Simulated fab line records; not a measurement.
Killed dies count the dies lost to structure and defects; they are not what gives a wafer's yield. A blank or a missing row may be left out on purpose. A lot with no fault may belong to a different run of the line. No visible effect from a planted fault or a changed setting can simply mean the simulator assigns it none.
What tool caused it? || flow n5_finfet || Sampling: 22 lots, 66 wafers, 2 of 1938 route steps

## WHAT THE GAUGES READ, wafer by wafer
N5_MOL_CONTACT_COAG_CD_MEAS_84: the cd target is 25.1 nm. Usual: cd_nm at 25.09 nm, with a standard deviation of 0.29.
{"lot": "L074", "measured": "day 4 23:37", "on": "cd_sem-03", "cd_nm (nm)": "25.25 25.11 24.87", "flag": ""}
{"lot": "L075", "measured": "day 5 13:34", "on": "cd_sem-01", "cd_nm (nm)": "24.91 24.24 24.88", "flag": ""}
{"lot": "L076", "measured": "day 5 15:23", "on": "cd_sem-03", "cd_nm (nm)": "25.24 24.52 25.07", "flag": ""}
{"lot": "L077", "measured": "day 5 19:41", "on": "cd_sem-01", "cd_nm (nm)": "25.19 25.13 25.44", "flag": ""}
{"lot": "L078", "measured": "day 6 00:48", "on": "cd_sem-03", "cd_nm (nm)": "25.56 25.47 25.23", "flag": ""}
{"lot": "L079", "measured": "day 6 03:26", "on": "cd_sem-03", "cd_nm (nm)": "25.35 25.15 24.92", "flag": ""}
{"lot": "L082", "measured": "day 7 02:05", "on": "cd_sem-02", "cd_nm (nm)": "24.85 24.57 24.98", "flag": ""}
{"lot": "L083", "measured": "day 7 15:02", "on": "cd_sem-03", "cd_nm (nm)": "25.28 25.71 25.23", "flag": ""}
{"lot": "L084", "measured": "day 7 15:55", "on": "cd_sem-03", "cd_nm (nm)": "25.12 25.21 24.73", "flag": ""}
{"lot": "L085", "measured": "day 7 23:53", "on": "cd_sem-03", "cd_nm (nm)": "25.04 25.56 25.44", "flag": ""}
{"lot": "L086", "measured": "day 8 03:13", "on": "cd_sem-03", "cd_nm (nm)": "24.68 25.19 24.98", "flag": ""}
{"lot": "L087", "measured": "day 8 06:44", "on": "cd_sem-02", "cd_nm (nm)": "25.27 24.75 25.02", "flag": ""}
{"lot": "L088", "measured": "day 8 20:28", "on": "cd_sem-01", "cd_nm (nm)": "25.19 25.40 25.16", "flag": ""}
{"lot": "L089", "measured": "day 9 00:19", "on": "cd_sem-03", "cd_nm (nm)": "24.71 25.01 25.01", "flag": ""}
{"lot": "L090", "measured": "day 9 09:01", "on": "cd_sem-02", "cd_nm (nm)": "24.95 24.88 25.06", "flag": ""}
{"lot": "L091", "measured": "day 9 13:17", "on": "cd_sem-03", "cd_nm (nm)": "24.46 24.73 24.77", "flag": ""}
{"lot": "L092", "measured": "day 9 15:53", "on": "cd_sem-02", "cd_nm (nm)": "25.57 25.58 25.05", "flag": ""}
{"lot": "L093", "measured": "day 9 18:47", "on": "cd_sem-02", "cd_nm (nm)": "25.33 25.03 24.98", "flag": ""}
{"lot": "L094", "measured": "day 10 04:02", "on": "cd_sem-01", "cd_nm (nm)": "25.23 24.71 25.18", "flag": ""}
{"lot": "L095", "measured": "day 10 10:26", "on": "cd_sem-02", "cd_nm (nm)": "25.51 25.38 24.67", "flag": ""}
{"lot": "L096", "measured": "day 10 13:56", "on": "cd_sem-01", "cd_nm (nm)": "25.23 24.81 25.71", "flag": ""}
{"lot": "L097", "measured": "day 10 22:39", "on": "cd_sem-01", "cd_nm (nm)": "25.21 25.46 25.11", "flag": ""}

N5_MOL_CONTACT_COAG_INSPECT_57: inspects for defects (brightfield). Usual: raw_defect_count at 205, with a standard deviation of 47.
{"lot": "L074", "measured": "day 4 23:43", "on": "defect_inspect-01", "raw_defect_count": "249 182 230", "flag": ""}
{"lot": "L075", "measured": "day 5 13:38", "on": "defect_inspect-01", "raw_defect_count": "195 187 117", "flag": ""}
{"lot": "L076", "measured": "day 5 15:29", "on": "defect_inspect-02", "raw_defect_count": "281 214 231", "flag": ""}
{"lot": "L077", "measured": "day 5 19:47", "on": "defect_inspect-01", "raw_defect_count": "179 213 207", "flag": ""}
{"lot": "L078", "measured": "day 6 00:53", "on": "defect_inspect-01", "raw_defect_count": "231 155 331", "flag": ""}
{"lot": "L079", "measured": "day 6 03:34", "on": "defect_inspect-01", "raw_defect_count": "162 192 147", "flag": ""}
{"lot": "L082", "measured": "day 7 02:11", "on": "defect_inspect-01", "raw_defect_count": "188 231 220", "flag": ""}
{"lot": "L083", "measured": "day 7 15:07", "on": "defect_inspect-02", "raw_defect_count": "187 209 190", "flag": ""}
{"lot": "L084", "measured": "day 7 16:01", "on": "defect_inspect-02", "raw_defect_count": "153 144 166", "flag": ""}
{"lot": "L085", "measured": "day 7 23:59", "on": "defect_inspect-01", "raw_defect_count": "130 192 174", "flag": ""}
{"lot": "L086", "measured": "day 8 03:17", "on": "defect_inspect-01", "raw_defect_count": "185 181 314", "flag": ""}
{"lot": "L087", "measured": "day 8 06:50", "on": "defect_inspect-02", "raw_defect_count": "187 192 194", "flag": ""}
{"lot": "L088", "measured": "day 8 20:32", "on": "defect_inspect-01", "raw_defect_count": "233 155 191", "flag": ""}
{"lot": "L089", "measured": "day 9 00:25", "on": "defect_inspect-01", "raw_defect_count": "279 365 272", "flag": ""}
{"lot": "L090", "measured": "day 9 09:05", "on": "defect_inspect-01", "raw_defect_count": "178 132 173", "flag": ""}
{"lot": "L091", "measured": "day 9 13:22", "on": "defect_inspect-02", "raw_defect_count": "171 156 186", "flag": ""}
{"lot": "L092", "measured": "day 9 15:59", "on": "defect_inspect-01", "raw_defect_count": "212 184 175", "flag": ""}
{"lot": "L093", "measured": "day 9 18:52", "on": "defect_inspect-02", "raw_defect_count": "308 253 163", "flag": ""}
{"lot": "L094", "measured": "day 10 04:08", "on": "defect_inspect-02", "raw_defect_count": "183 150 184", "flag": ""}
{"lot": "L095", "measured": "day 10 10:31", "on": "defect_inspect-01", "raw_defect_count": "189 135 229", "flag": ""}
{"lot": "L096", "measured": "day 10 14:02", "on": "defect_inspect-01", "raw_defect_count": "215 190 207", "flag": ""}
{"lot": "L097", "measured": "day 10 22:44", "on": "defect_inspect-02", "raw_defect_count": "115 186 167", "flag": ""}

## EACH LOT AND THE TOOL THAT RAN IT (in order: tool; ch and the chambers of the sampled wafers; start)
There is no process step in the record ahead of these readings.

## WHAT THE TOOLS THEMSELVES READ (means of the sampled wafers that have a number; where no wafer has one, the mark that the record gives instead)
The record holds no such reading with a usual standard deviation.

## THE ANSWER, worked out from the rows above alone
Rule: a lot is off if the mean of its wafers that have a number lies more than 3 standard deviations from the usual mean. Also off: a lot with no number at a reading for which 4 or more lots have one. Any other lot the step has rows for is counted as sound. First the gauges in route order, then the tools' own readings, where a lot's mean is used as printed above. At the first step where some lot is off, the reading lying furthest off is the one used; lots without a number count as furthest.
None of the lots is off at any reading shown; this tells nothing.

## WHAT HAD BEEN PUT IN BY THE SIMULATOR
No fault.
